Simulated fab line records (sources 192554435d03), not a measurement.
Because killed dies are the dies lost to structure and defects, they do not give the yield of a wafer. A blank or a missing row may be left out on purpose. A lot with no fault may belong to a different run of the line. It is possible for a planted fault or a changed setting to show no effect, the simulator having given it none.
Comparing a struck lot with a sound one -- flow n5 finfet -- 16 out of 1938 route steps
Sound: these wafers, L374.2, L374.4, L374.5. The struck wafers were L385.2, L385.3, L385.6. The cause is named last.
Per side, at each step with rows, come the tool, then ch with its chambers, and then its first start. Under that, the readings that differ: sound wafers -- struck wafers -- difference of the means -- sigmas: that difference in standard deviations of wafers without a fault.
alike: same words and numbers on both sides, and readings whose means sit less than 2 such deviations apart. not compared: any withheld reading, any reading some wafer has no value for, any bound like >300 that may hide the same value, and any number with overlapping values for which the record gives no deviation.
Wherever a step has rows on one side only, a row that says differs or no value, or a row with sigmas, the two part there. Numbers that don't overlap but have no deviation are shown without sigmas and don't part them. A reading missing from all wafers of one side parts the sides only when that side holds two or more wafers.

first, 2 steps without rows for these wafers: N5_BEOL_M1_PRECLEAN_42 (cleans in residue remover, time 60 s); N5_BEOL_M1_SRD_43 (time 30 s).
N5_BEOL_M1_CD_MEAS_35: target cd 18 nm, target cd y 21 nm.
  sound on cd sem-03 at day 7 10:48; struck on cd sem-01 at day 10 12:49
  alike: cd nm
N5_BEOL_M1_DEGAS_44: time 60 s.
  sound on pvd sputter-02 at day 7 10:50; struck on pvd sputter-01 at day 10 12:59
  alike: heater power w
then, 2 steps without rows for these wafers: N5_BEOL_M1_PRE_CLEAN_45 (time 30 s); N5_BEOL_M1_ALD_84 (deposits TaN, pulse time 2 s, purge time 3 s, co reactant purge time 2 s).
N5_BEOL_M1_SURFACE_TREAT_85:
  sound on pvd sputter-03 at day 7 11:11; struck on pvd sputter-02 at day 10 13:39
  alike: ar flow sccm
  not compared: throttle valve pct
then, 1 step without rows for these wafers: N5_BEOL_M1_CVD_47 (deposits Co from CCTBA/H2, target thk 3 nm, time 223.8 s).
N5_BEOL_M1_SPUTTER_48: material Cu, target thk 4.5 nm, time 8.29 s.
  sound on pvd sputter-01 at day 7 11:31; struck on pvd sputter-01 at day 10 14:00
  alike: chamber pressure pa, chuck gas flow sccm, throttle valve pct
then, 1 step without rows for these wafers: N5_BEOL_M1_ANNEAL_49 (time 240 s).
N5_BEOL_M1_SPUTTER_79: material Cu, target thk 4.5 nm, time 8.29 s.
  sound on pvd sputter-01 at day 7 11:44; struck on pvd sputter-01 at day 10 14:13
  alike: chamber pressure pa, chuck gas flow sccm, throttle valve pct
then, 1 step without rows for these wafers: N5_BEOL_M1_ANNEAL_80 (time 240 s).
N5_BEOL_M1_SPUTTER_81: material Cu, target thk 4.5 nm, time 8.29 s.
  sound on pvd sputter-01 at day 7 11:57; struck on pvd sputter-01 at day 10 14:26
  no value came back on the struck wafers for chamber pressure pa (Pa), chuck gas flow sccm (sccm), throttle valve pct (%); on the sound wafers chamber pressure pa (Pa) reads 0.07009 0.0699 0.07019
N5_BEOL_M1_ANNEAL_82: time 240 s.
  sound on pvd sputter-01 at day 7 12:02; struck on pvd sputter-01 at day 10 14:31
  alike: heater power w, susceptor_temp_C_max
N5_BEOL_M4_RC_MEAS_101:
  sound on prober-01 ch 0, day 9 03:20; struck on prober-02 ch 0, day 12 03:47
  alike: DIBL_N, DIBL_P, IOFF_N, IOFF_P, ION_N, ION_P, SS_N, SS_P, VT_N, VT_P
-- record jumps: 5 days separate the struck wafers' starts on either side; left off in module BEOL_M4, taken up again in module PASSIVATION, whose first shown step is the route's number 1936 --
N5_PASSIVATION_PROBE_49:
  rows exist in the record for the struck wafers here (prober-02, day 17 02:30), but not for the sound ones

## WHERE THEY PART
Earliest at N5_BEOL_M1_SPUTTER_81; latest, in this record, at N5_PASSIVATION_PROBE_49.

WHY: whatever the simulator had introduced
Whole step skipped at N5_BEOL_M1_SPUTTER_81 on pvd sputter-01, starting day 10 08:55. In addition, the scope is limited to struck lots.
